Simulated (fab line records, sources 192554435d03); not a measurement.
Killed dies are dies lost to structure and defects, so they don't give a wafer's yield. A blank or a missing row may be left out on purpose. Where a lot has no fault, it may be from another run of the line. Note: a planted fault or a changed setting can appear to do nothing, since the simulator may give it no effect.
Chamber matching ; flow n5Finfet ; 4 sister chambers for N5_GATE_CUT_ETCH_37 on rieDiel-02
The step etches SOC in N2/H2, target depth 60 nm, overetch 12 nm, time 90 s. 14 wafers are shown with their chamber, then 7 later ones without.

## EACH WAFER AND ITS CHAMBER
wafer;chamber;showerheadPlenumPTorr (Torr);throttleValvePct (%);oesProductAu (a.u.)
L078.2;1;2.72;17.66;0.84
L078.3;2;2.48;18.11;0.74
L078.5;1;2.72;17.67;0.83
L082.1;3;2.68;17.24;0.77
L082.2;1;2.72;17.66;0.82
L082.4;2;2.47;18.14;0.73
L089.1;2;2.47;18.18;0.72
L089.3;0;2.65;18.00;0.67
L089.5;2;2.47;18.17;0.72
L091.1;1;2.71;17.72;0.80
L091.3;3;2.68;17.23;0.74
L091.5;3;2.68;17.24;0.74
L092.1;0;2.65;18.00;0.66
L092.2;1;2.71;17.71;0.80

SIGNATURES, as means of the wafers listed above
reading;chamber 0;chamber 1;chamber 2;chamber 3;scatter within a chamber
showerheadPlenumPTorr;2.6500;2.7160;2.4725;2.6800;0.00442
throttleValvePct;18.0000;17.6840;18.1500;17.2367;0.0253
oesProductAu;0.6650;0.8180;0.7275;0.7500;0.0148
Rule: distance of a wafer from a chamber = root of the sum over the readings of ((wafer's reading minus chamber's mean) / reading's scatter) squared. If the next closest chamber is less than 2 further off than the closest, the wafer can't be placed; otherwise it belongs to the closest. How the scatter is found: for the shown wafers, subtract from each reading the mean of its chamber, square and add these, divide the total by (wafers less chambers), then take the root.

## WAFERS WITH NO CHAMBER GIVEN
wafer;showerheadPlenumPTorr (Torr);throttleValvePct (%);oesProductAu (a.u.)
L092.6;2.71;17.69;0.80
L095.2;2.65;18.02;0.66
L095.3;2.46;18.18;0.71
L095.5;2.67;17.26;0.74
L096.1;2.46;18.19;0.71
L096.2;2.67;17.25;0.73
L096.5;2.71;17.72;0.79

## EACH ONE'S CHAMBER
wafer;from the rows above;in truth
L092.6;1;1
L095.2;0;0
L095.3;2;2
L095.5;3;3
L096.1;2;2
L096.2;3;3
L096.5;1;1
Placed correctly: 7 of 7. Number that these rows cannot place: 0. Placed wrongly: 0.
